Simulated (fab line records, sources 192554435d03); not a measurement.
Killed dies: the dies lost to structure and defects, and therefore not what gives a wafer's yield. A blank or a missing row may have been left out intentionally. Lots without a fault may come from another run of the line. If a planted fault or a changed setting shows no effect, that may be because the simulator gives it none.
Split-lot experiment | flow n5 finfet | 21 wafers read from 7 lots, route of 1938 steps

THE SPLIT ITSELF
At N5_BEOL_M6_HM_DEP_02 (deposits TiN, target thk 20 nm), the setting target thk a was moved away from the recipe's 200 angstrom on 6 of the 21 wafers read, by -9.0% to +7.4%. The other wafers ran this setting at the recipe's value.

FROM THE SPLIT TO THE READING: what the file shows between them, 16 steps
- N5_BEOL_M6_EXPOSE_08: exposes mask M6 (also split here: dose mj)
- N5_BEOL_M6_PEB_09: peb time 60 s
- N5_BEOL_M6_DEVELOP_10: develop time 30 s
- N5_BEOL_M6_CD_MEAS_11: target cd 38.5 nm
- N5_BEOL_M6_DESCUM_16: chemistry O2, time 7.9 s
- N5_BEOL_M6_ETCH_61: etches SiARC in CF4, target depth 45.5 nm, time 75.8 s
- N5_BEOL_M6_ETCH_62: etches SOC in N2/H2, target depth 110 nm, overetch 22 nm, time 165 s
- N5_BEOL_M6_STRIP_68: strips in N2/H2
- N5_BEOL_M6_STRIP_67: strips in CF4
- N5_BEOL_M6_HM_OPEN_17: chemistry Cl2/BCl3, target TiN, target depth 20 nm, overetch 6 nm
- N5_BEOL_M6_STRIP_19: strips in O2
- N5_BEOL_M6_CD_MEAS_18: pitch 80 nm, target cd 40 nm
- N5_BEOL_M6_COAT_63: time 60 s, resist thk 60 nm
- N5_BEOL_M6_COAT_64: time 60 s, resist thk 12 nm
- N5_BEOL_M6_STRIP_76: strips in C4F6/O2
- N5_BEOL_M6_STRIP_36: strips in N2/H2

THE READING
TiN_of_BEOL_M6_HM_DEP_02.thk nm (the simulator's own value, which no gauge read), in nm, at N5_BEOL_M6_TRENCH_ETCH_37 (etches SiCOH lowk in C4F6/O2, target depth 94.435 nm, time 31.5 s). No usual value for it is given in the file. Average 17.3 nm, standard deviation 0.19 nm, over the 15 wafers here run with the recipe.

wafer  | tool, chamber at the split | target thk a as run, angstrom | against the recipe | TiN_of_BEOL_M6_HM_DEP_02.thk nm, nm | against lot-mates on the recipe
L074.1 | pvd sputter-01, -          | 200                           | recipe             | 17                                  | -
L074.2 | pvd sputter-01, -          | 182                           | -9.0%              | 15.2                                | -1.9
L074.4 | pvd sputter-01, -          | 200                           | recipe             | 17.2                                | -
L075.3 | pvd sputter-02, -          | 183.8                         | -8.1%              | 15.4                                | -2.0
L075.5 | pvd sputter-02, -          | 183.8                         | -8.1%              | 15.4                                | -2.0
L075.4 | pvd sputter-02, -          | 200                           | recipe             | 17.4                                | -
L076.1 | pvd sputter-02, -          | 200                           | recipe             | 17.4                                | -
L076.4 | pvd sputter-02, -          | 200                           | recipe             | 17.6                                | -
L076.5 | pvd sputter-02, -          | 208.9                         | +4.4%              | 18                                  | +0.5
L077.1 | pvd sputter-02, -          | 200                           | recipe             | 17.2                                | -
L077.3 | pvd sputter-02, -          | 200                           | recipe             | 17.2                                | -
L077.6 | pvd sputter-02, -          | 200                           | recipe             | 17.2                                | -
L080.4 | pvd sputter-02, -          | 200                           | recipe             | 17.4                                | -
L080.5 | pvd sputter-02, -          | 200                           | recipe             | 17.4                                | -
L080.6 | pvd sputter-02, -          | 200                           | recipe             | 16.8                                | -
L083.1 | pvd sputter-03, -          | 200                           | recipe             | 17.2                                | -
L083.6 | pvd sputter-03, -          | 200                           | recipe             | 17.2                                | -
L083.2 | pvd sputter-03, -          | 214.8                         | +7.4%              | 18.8                                | +1.6
L090.4 | pvd sputter-02, -          | 200                           | recipe             | 17.2                                | -
L090.5 | pvd sputter-02, -          | 185.6                         | -7.2%              | 16                                  | -1.3
L090.6 | pvd sputter-02, -          | 200                           | recipe             | 17.4                                | -

THE FIT
A straight line over all 21 wafers: TiN_of_BEOL_M6_HM_DEP_02.thk nm changes by +0.212 nm for each +1% of target thk a; r = +0.98; the points scatter about the line by 0.19 nm.
The same after taking each lot's own level away (the mean of its wafers on the recipe; 21 wafers): +0.213 nm for each +1%; r = +0.98; scatter 0.19 nm.
On that fit, the largest move of target thk a shifts the reading by 1.9 nm.
The lots' own levels span 17.10 to 17.50 nm, that is 2.2 times the standard deviation above.
Hence the lot-to-lot level has little effect on the slope; both slopes agree.
Check: for one of the wafers moved furthest among these (-9.0%), held out of the fit, the line's prediction against its lot-mates is -1.97 nm. Against them it came out at -1.9 nm.

ADDITIONAL SPLITS CARRIED BY THESE WAFERS
Before the reading, these wafers also passed through other splits. Each is held against what the fit with the lots' levels taken away leaves over:
other split on the same wafers | wafers away from the commonest value | r with TiN_of_BEOL_M6_HM_DEP_02.thk nm (lot level and that fit taken away)
N5_BEOL_M5_ETCH_62 source w    | 11                                   | -0.04
N5_BEOL_M6_EXPOSE_08 dose mj   | 11                                   | -0.09

THE WHOLE CHAIN: every reading that the file lists as answering this split, in the file's order
step                      | what it does                                                      | reading                                                                          | change (the file's fit)               | r (the file's)
N5_BEOL_M6_HM_DEP_02      | deposits TiN, target thk 20 nm                                    | TiN_of_BEOL_M6_HM_DEP_02.thk nm (the simulator's own value, which no gauge read) | +0.216 nm for each +1% of the setting | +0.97
N5_BEOL_M6_HM_OPEN_17     | chemistry Cl2/BCl3, target TiN, target depth 20 nm, overetch 6 nm | etch.depth nm (the simulator's own value, which no gauge read)                   | +0.209 nm for each +1% of the setting | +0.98
N5_BEOL_M6_TRENCH_ETCH_37 | etches SiCOH lowk in C4F6/O2, target depth 94.435 nm, time 31.5 s | TiN_of_BEOL_M6_HM_DEP_02.thk nm (the simulator's own value, which no gauge read) | +0.208 nm for each +1% of the setting | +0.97

FILE'S OWN FIT
TiN_of_BEOL_M6_HM_DEP_02.thk nm changes by +0.208 nm for each +1% of target thk a, r = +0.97.
